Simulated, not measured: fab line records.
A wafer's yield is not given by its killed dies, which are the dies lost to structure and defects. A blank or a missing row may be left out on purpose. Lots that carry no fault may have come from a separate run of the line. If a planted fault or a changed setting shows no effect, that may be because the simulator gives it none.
Matching of chambers -- flow nand-harc -- NHARC_P_M2_PRE_CLEAN_32 on pecvd-01 has 3 sister chambers
The step time 12 s. 16 wafers are shown with their chamber, then 8 later ones without.

== WAFERS WITH THEIR CHAMBER ==
wafer,chamber,heater-power-w (W)
L074.1,2,576
L074.2,1,664
L074.3,0,721
L080.1,1,646
L080.2,2,484
L080.6,0,632
L081.1,2,606
L081.3,1,694
L081.5,2,571
L082.1,1,668
L082.2,2,462
L082.3,0,720
L088.2,0,651
L088.4,0,645
L088.5,1,678
L090.1,2,579

SIGNATURES, as means of the wafers listed above
reading,chamber 0,chamber 1,chamber 2,scatter within a chamber
heater-power-w,673.80,670.00,546.33,44.6
Rule: for a wafer and a chamber, the distance is found by dividing, reading by reading, the gap between the wafer's reading and the chamber's mean by the reading's scatter, squaring, summing and taking the root. The wafer belongs to the nearest chamber; if the next one is less than 2 further off, it can't be placed. How the scatter is found: for the shown wafers, subtract from each reading the mean of its chamber, square and add these, divide the total by (wafers less chambers), then take the root.

== WAFERS WITHOUT THEIR CHAMBER ==
wafer,heater-power-w (W)
L090.3,595
L090.6,613
L091.2,553
L091.3,697
L091.4,683
L093.1,689
L093.3,532
L093.4,716

== WHICH CHAMBER EACH ONE RAN IN ==
wafer,from the rows above,in truth
L090.3,can't be placed: 2 or 1 or 0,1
L090.6,can't be placed: 1 or 0 or 2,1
L091.2,2,2
L091.3,can't be placed: 0 or 1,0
L091.4,can't be placed: 0 or 1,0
L093.1,can't be placed: 0 or 1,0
L093.3,2,2
L093.4,can't be placed: 0 or 1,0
Correct placement for 2 of the 8. These rows do not allow placing 6 (true chamber among the candidates in 6). Wrongly placed: 0.
